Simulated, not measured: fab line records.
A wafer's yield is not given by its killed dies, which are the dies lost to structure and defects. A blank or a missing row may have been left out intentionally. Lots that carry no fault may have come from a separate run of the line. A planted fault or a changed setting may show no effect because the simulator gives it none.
Struck lot and sound lot, side by side    flow n5_finfet    17 steps out of a route of 1938
Sound: the wafers L753.1, L753.3, L753.6. Wafers L750.2, L750.3, L750.4 were the ones struck. At the end, the cause is stated.
Order at every step that has rows: each side's tool, ch and its chambers, its first start. Under that, the readings that differ: sound wafers    struck wafers    difference of the means    sigmas: that difference in standard deviations of wafers without a fault.
alike: same words and numbers on both sides, and readings whose means sit less than 2 such deviations apart. not compared: any withheld reading, any reading some wafer has no value for, any bound like >300 that may hide the same value, and any number with overlapping values for which the record gives no deviation.
A row with sigmas, a row that says differs or no value, or rows on one side alone: a step with any of these is where the two part. Numbers that have no deviation but don't overlap get no sigmas and don't part them. Lack of a reading on every wafer of one side parts them only where that side has two or more wafers.

first, 11 steps without rows for these wafers: N5_BEOL_M3_DESCUM_33 (chemistry O2, time 7 s); N5_BEOL_M3_ETCH_77 (etches underlayer in N2/H2, target depth 6.5 nm, time 5.2 s); N5_BEOL_M3_ETCH_69 (etches SiARC in CF4, target depth 15.6 nm, time 26 s); N5_BEOL_M3_ALD_98 (deposits SiO2, target thk 2.5 nm, pulse time 1 s, co reactant pulse time 1 s); N5_BEOL_M3_ETCHBACK_99 (etches SiO2 in CHF3, target depth 5 nm, time 10.4 s); N5_BEOL_M3_ETCH_70 (etches SOC in N2/H2, target depth 80 nm, overetch 16 nm, time 120 s); N5_BEOL_M3_STRIP_71 (strips in N2/H2); N5_BEOL_M3_STRIP_78 (strips in N2/H2); N5_BEOL_M3_VIA_ETCH_34 (etches the open film in C4F6/O2, target depth 69.4 nm, time 65.9 s); N5_BEOL_M3_STRIP_83 (strips in C4F6/O2); N5_BEOL_M3_STRIP_36 (strips in N2/H2).
N5_BEOL_M3_TRENCH_ETCH_37: etches SiOC in C4F6/O2, target depth 55.555 nm, time 29.2 s.
  sound on rie_diel-01 ch 0, day 12 23:38; struck on rie_diel-04 ch 0,3, day 12 14:03
reading                                     sound              struck             difference  sigmas
rf_fwd_power_W (W)                          351.2 351.9 350.7  136.2 137.1 135.0  -215.2      -99 or more
rf_vpp_V (V)                                644 643 645        770 795 771        +135        +10
model.BEOL_M3.feature_depth_nm (nm)         55 55 55           39.6 38.6 39.8     -15.7       
model.etch.depth_nm (nm)                    54.91 55.02 55.08  39.51 38.59 39.72  -15.73      
model.TiN_of_BEOL_M3_HM_DEP_02.thk_nm (nm)  17.4 17.2 17.4     18.2 18.2 18.4     +0.9        
  alike: chamber_pressure_mTorr, drypump_motor_current_A, mfc_ar_sccm, oes_product_au, showerhead_plenum_p_Torr, throttle_valve_pct
  not compared: rf_hours_counter_h
then, 2 steps without rows for these wafers: N5_BEOL_M3_ETCH_41 (etches SiCN in CH3F/O2, target depth 29.9 nm, time 52.5 s); N5_BEOL_M3_STRIP_97 (strips in N2/H2, time 10 s).
N5_BEOL_M3_OCD_MEAS_38:
  struck on ocd-02, day 12 14:13; sound on ocd-02, day 13 00:02
reading               sound           struck          difference  sigmas
trench_depth_nm (nm)  55.2 55.1 54.8  40.0 38.3 40.0  -15.6       -16
then, 1 step without rows for these wafers: N5_BEOL_M3_HM_STRIP_39 (strips TiN in peroxide tin strip, target depth 25 nm, time 158 s).
N5_BEOL_M4_RC_MEAS_101:
  sound on prober-01 ch 0, day 13 23:21; struck on prober-02 ch 0, day 13 16:08
  alike: DIBL_N, DIBL_P, IOFF_N, IOFF_P, ION_N, ION_P, SS_N, SS_P, VT_N, VT_P

== WHERE THEY PART ==
First at N5_BEOL_M3_TRENCH_ETCH_37; last, within this record, at N5_BEOL_M3_OCD_MEAS_38. Later steps at which nothing parts them and some readings are alike: N5_BEOL_M4_RC_MEAS_101.

WHY: what had been put in by the simulator
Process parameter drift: rie_diel-04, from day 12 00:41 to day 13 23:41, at N5_BEOL_M3_TRENCH_ETCH_37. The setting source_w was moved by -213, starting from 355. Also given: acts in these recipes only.
